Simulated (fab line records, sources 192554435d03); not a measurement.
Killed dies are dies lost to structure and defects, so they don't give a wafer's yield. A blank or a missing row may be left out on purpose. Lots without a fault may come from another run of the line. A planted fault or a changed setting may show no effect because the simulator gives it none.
A struck lot beside a sound one | flow n5_finfet | 36 steps out of a route of 1938
Sound: wafers L476.1, L476.4, L476.6. Struck: wafers L464.1, L464.5, L464.6. The cause comes at the end.
At each step with rows: each side's tool, then ch and its chambers, then its first start. Under that, the readings that differ: sound wafers | struck wafers | difference of the means | sigmas: that difference in standard deviations of wafers without a fault.
alike: readings whose means differ by less than 2 such deviations, and words and numbers that are the same on both sides. not compared: withheld readings, readings that some wafer has no value for, bounds like >300 that may hide the same value, and numbers for which the record gives no deviation and whose values overlap.
The two part at a step that has a row with sigmas, a row that says differs or no value, or rows on one side only. Numbers that don't overlap but have no deviation are shown without sigmas and don't part them. A reading that every wafer of one side lacks parts them only if that side has two wafers or more.

first, 9 steps without rows for these wafers: N5_BEOL_M4_ANNEAL_95 (time 240 s); N5_BEOL_M4_SPUTTER_96 (material Cu, target thk 4.5 nm, time 8.29 s); N5_BEOL_M4_ECD_50 (material Cu, target thk 300 nm); N5_BEOL_M4_ANNEAL_51 (time 90 s); N5_BEOL_M4_CMP_52 (polishes, stops on SiOC, t overpolish 6.8 s, target thk 40 nm); N5_BEOL_M4_PRE_CLEAN_60 (time 15 s); N5_BEOL_M4_CO_CAP_55 (material Co, precursor CCTBA/H2, target thk 2 nm, time 102.1 s); N5_BEOL_M4_PRE_CLEAN_56 (time 15 s); N5_BEOL_M4_DEP_57 (deposits SiCN from 3MS/NH3, target thk 8 nm, time 14 s).
N5_BEOL_M4_RC_MEAS_101:
  sound on prober-02 ch 0, day 14 23:11; struck on prober-01 ch 0, day 11 19:54
  reading        | sound          | struck         | difference | sigmas
  IOFF_P (nA/um) | 0.23 0.26 0.31 | 0.19 0.17 0.22 | -0.07      | -2
  ION_P (uA/um)  | 476 464 481    | 444 451 453    | -24        | -3
  VT_P (mV)      | -247 -245 -240 | -254 -253 -252 | -9         | -2
  alike: DIBL_N, DIBL_P, IOFF_N, ION_N, SS_N, SS_P, VT_N
then, 24 steps without rows for these wafers: N5_BEOL_M5_ILD_DEP_00 (deposits SiCOH lowk from DEMS/porogen, target thk 140.64 nm, time 25.9 s); N5_BEOL_M5_CURE_79 (cures SiCOH lowk, time 240 s); N5_BEOL_M5_PECVD_70 (deposits SiO2 from TEOS/O2, target thk 16 nm, time 18 s); N5_BEOL_M5_HM_DEP_02 (deposits TiN, target thk 20 nm); N5_BEOL_M5_COAT_59 (time 60 s, resist thk 60 nm); N5_BEOL_M5_COAT_60 (time 60 s, resist thk 12 nm); N5_BEOL_M5_COAT_71 (time 60 s, resist thk 5 nm); N5_BEOL_M5_COAT_05 (resist thk 30 nm); N5_BEOL_M5_EBR_07; N5_BEOL_M5_SOFTBAKE_06 (time 60 s); N5_BEOL_M5_EXPOSE_08 (exposes mask M5, target cd 28 nm); N5_BEOL_M5_PEB_09 (peb time 60 s); N5_BEOL_M5_DEVELOP_10 (develop time 30 s); N5_BEOL_M5_DESCUM_16 (chemistry O2, time 7 s); N5_BEOL_M5_ETCH_72 (etches underlayer in N2/H2, target depth 6.5 nm, time 5.2 s); N5_BEOL_M5_ETCH_61 (etches SiARC in CF4, target depth 15.6 nm, time 26 s); N5_BEOL_M5_ETCH_62 (etches SOC in N2/H2, target depth 75 nm, overetch 15 nm, time 112.5 s); N5_BEOL_M5_STRIP_63 (strips in N2/H2); N5_BEOL_M5_STRIP_73 (strips in N2/H2); N5_BEOL_M5_STRIP_64 (strips in CF4); N5_BEOL_M5_HM_OPEN_17 (chemistry Cl2/BCl3, target TiN, target depth 20 nm, overetch 6 nm); N5_BEOL_M5_STRIP_19 (strips in O2); N5_BEOL_M5_COAT_65 (time 60 s, resist thk 60 nm); N5_BEOL_M5_COAT_66 (time 60 s, resist thk 12 nm).
N5_BEOL_M9_VIA_ETCH_34: etches SiCOH lowk in C4F6/O2, target depth 182.4 nm, time 68.4 s.
  sound on rie_diel-05 ch 0,1,2, day 16 20:17; struck on rie_diel-05 ch 1,2,3, day 13 17:45
  no value came back on the struck wafers for any of 7 readings (C4F6_flow_sccm (sccm), O2_flow_sccm (sccm) and others); on the sound wafers C4F6_flow_sccm (sccm) reads 10.023 9.998 10.032
  reading                                    | sound        | struck         | difference | sigmas
  model.SOC_of_BEOL_M9_COAT_63.thk_nm (nm)   | 51.2 51 51.2 | 59.8 59.8 59.8 | +8.7       |
  model.SiARC_of_BEOL_M9_COAT_64.thk_nm (nm) | 0 0 0        | 6.6 6.6 6.8    | +6.7       |
  not compared: rf_hours_counter_h
-- the record jumps here: 2 days lie between the struck wafers' starts before and after (it left off in module BEOL_M9 and takes up again in module PASSIVATION, whose first step shown is number 1936 of the route) --
N5_PASSIVATION_PROBE_49:
  the record has rows for the struck wafers here (prober-01, day 16 05:03) and none for the sound ones

WHERE THEY PART
First at N5_BEOL_M4_RC_MEAS_101; last, within this record, at N5_PASSIVATION_PROBE_49.

WHY: what the simulator had put in
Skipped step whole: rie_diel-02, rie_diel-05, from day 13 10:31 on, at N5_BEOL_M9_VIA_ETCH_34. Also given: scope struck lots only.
